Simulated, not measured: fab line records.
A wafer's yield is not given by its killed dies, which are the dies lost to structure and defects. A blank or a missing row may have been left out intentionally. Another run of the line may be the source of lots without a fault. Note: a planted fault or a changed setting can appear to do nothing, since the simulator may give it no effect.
A struck lot beside a sound one || flow nandHarc || 41 out of 1159 route steps
Sound: these wafers, L533.1, L533.2, L533.3. Wafers L536.1, L536.4, L536.6 were the ones struck. The cause comes at the end.
Each step with rows lists, per side, the tool, then ch with its chambers, then its first start. Under that, the readings that differ: sound wafers || struck wafers || difference of the means || sigmas: that difference in standard deviations of wafers without a fault.
alike: a reading whose means differ by less than 2 such deviations, as well as words and numbers matching on both sides. not compared: withheld readings; readings where some wafer has no value; bounds like >300 that might hide an equal value; numbers whose values overlap and for which the record gives no deviation.
A row with sigmas, a row that says differs or no value, or rows on one side alone: a step with any of these is where the two part. Numbers that don't overlap but have no deviation are shown without sigmas and don't part them. Lack of a reading on every wafer of one side parts them only where that side has two or more wafers.

first, 6 steps without rows for these wafers: NHARC_P_STI_COAT_03 (resist thk 600 nm); NHARC_P_STI_SOFTBAKE_04 (time 70 s); NHARC_P_STI_EBR_05; NHARC_P_STI_EXPOSE_06 (exposes mask P STI, target cd 200 nm); NHARC_P_STI_PEB_07 (peb time 80 s); NHARC_P_STI_DEVELOP_08 (time 50 s).
NHARC_P_STI_CD_MEAS_09: the cd target is 200 nm.
  sound on cdSem-01 ch 0, day 4 18:50; struck on cdSem-03 ch 0, day 5 11:20
  alike: cdNm
NHARC_P_STI_OVL_MEAS_10:
  struck on overlay-01, day 5 11:26; sound on overlay-01, day 4 18:56
  alike: overlayXNm, overlayYNm
NHARC_P_STI_INSPECT_11:
  struck on defectInspect-01, day 5 11:28; sound on defectInspect-01, day 4 18:58
  alike: rawDefectCount
then, 1 step without rows for these wafers: NHARC_P_STI_HARDBAKE_13 (time 65 s).
NHARC_P_STI_DESCUM_14: chemistry O2, time 3 s.
  sound on rieDiel-01 ch 0,1,3, day 4 19:07; struck on rieDiel-05 ch 2,3, day 5 11:38
  alike: drypumpMotorCurrentA, oesProductAu, rfVppV, showerheadPlenumPTorr, throttleValvePct
  not compared: rfHoursCounterH
NHARC_P_STI_ETCH_42: etches the open film in N2/H2, target depth 80 nm, overetch 24 nm, time 61 s.
  sound on rieDiel-01 ch 0,2,3, day 4 19:11; struck on rieDiel-05 ch 0,3, day 5 11:46
  alike: drypumpMotorCurrentA, n2FlowSccm, oesProductAu, rfVppV, showerheadPlenumPTorr, throttleValvePct
  not compared: rfHoursCounterH
NHARC_P_STI_ETCH_31: etches the open film in CF4/CHF3, target depth 108.9 nm, time 54.5 s.
  sound on rieDiel-01 ch 1,2,3, day 4 19:16; struck on rieDiel-05 ch 0,2, day 5 11:50
  alike: drypumpMotorCurrentA, oesProductAu, rfVppV, showerheadPlenumPTorr, throttleValvePct
  not compared: rfHoursCounterH
NHARC_P_STI_ETCH_15: etches the open film in HBr/Cl2, target depth 300 nm, time 100.1 s.
  sound on rieSi-05 ch 0,2,3, day 4 19:24; struck on rieSi-01 ch 0,2, day 5 11:59
  alike: drypumpMotorCurrentA, oesProductAu, throttleValvePct
  not compared: rfHoursCounterH
NHARC_P_STI_CD_MEAS_16:
  struck on cdSem-01, day 5 12:08; sound on cdSem-03, day 4 19:32
  alike: cdNm
NHARC_P_STI_OCD_MEAS_17:
  struck on ocd-01, day 5 12:14; sound on ocd-02, day 4 19:38
  alike: trenchDepthNm, trenchFootCdNm
then, 3 steps without rows for these wafers: NHARC_P_STI_STRIP_19 (strips in SPM, time 900 s); NHARC_P_STI_PRECLEAN_32 (cleans in SC1); NHARC_P_STI_SRD_23.
NHARC_P_STI_OCD_MEAS_43:
  struck on ocd-02, day 5 12:44; sound on ocd-01, day 4 20:08
  alike: trenchDepthNm, trenchFootCdNm
then, 3 steps without rows for these wafers: NHARC_P_STI_OXIDE_33 (material SiO2, target thk 10 nm, ox time 281 s); NHARC_P_STI_HDPCVD_20 (deposits SiO2); NHARC_P_STI_ANNEAL_34 (time 1800 s).
NHARC_P_STI_CMP_21: polishes, t overpolish 20 s, target thk 380.67 nm.
  sound on cmp-03 ch 1,2,3, day 5 17:50; struck on cmp-02 ch 0,1,3, day 6 13:36
  alike: motorCurrentA, overpolishRunS
then, 16 steps without rows for these wafers: NHARC_P_STI_SRD_35; NHARC_P_STI_ETCH_36 (etches SiO2 in dHF, target depth 38.8 nm); NHARC_P_STI_STRIP_24 (strips Si3N4 in H3PO4); NHARC_P_STI_ETCH_37 (etches SiO2 in dHF, target depth 11 nm); NHARC_P_STI_PRECLEAN_38 (cleans in SC1); NHARC_P_STI_SRD_39; NHARC_P_STI_OXIDE_40 (material SiO2, target thk 10 nm, ox time 1362 s); NHARC_P_GATE_ETCH_69 (etches SiO2 in dHF, target depth 14 nm); NHARC_P_GATE_PRECLEAN_70 (cleans in SC1); NHARC_P_GATE_SRD_01; NHARC_P_GATE_OXIDE_02 (material SiO2, target thk 37.5 nm, ox time 365 s); NHARC_P_GATE_DEHYDRATE_03 (time 120 s); NHARC_P_GATE_HMDS_04 (time 30 s); NHARC_P_GATE_COAT_05; NHARC_P_GATE_SOFTBAKE_06 (time 95 s); NHARC_P_GATE_EBR_07.
-- record jumps: 16 days between struck wafers' starts before vs after; left off in module P_GATE, resumes in module END, first step shown is number 1159 of the route --
NHARC_END_SORT_01:
  at this point the record logs the struck wafers (prober-02 ch 0, day 22 02:51) and has no rows for the sound ones

## WHERE THEY PART
At NHARC_END_SORT_01 and nowhere else, as far as this record goes.

WHY: what the simulator had put in
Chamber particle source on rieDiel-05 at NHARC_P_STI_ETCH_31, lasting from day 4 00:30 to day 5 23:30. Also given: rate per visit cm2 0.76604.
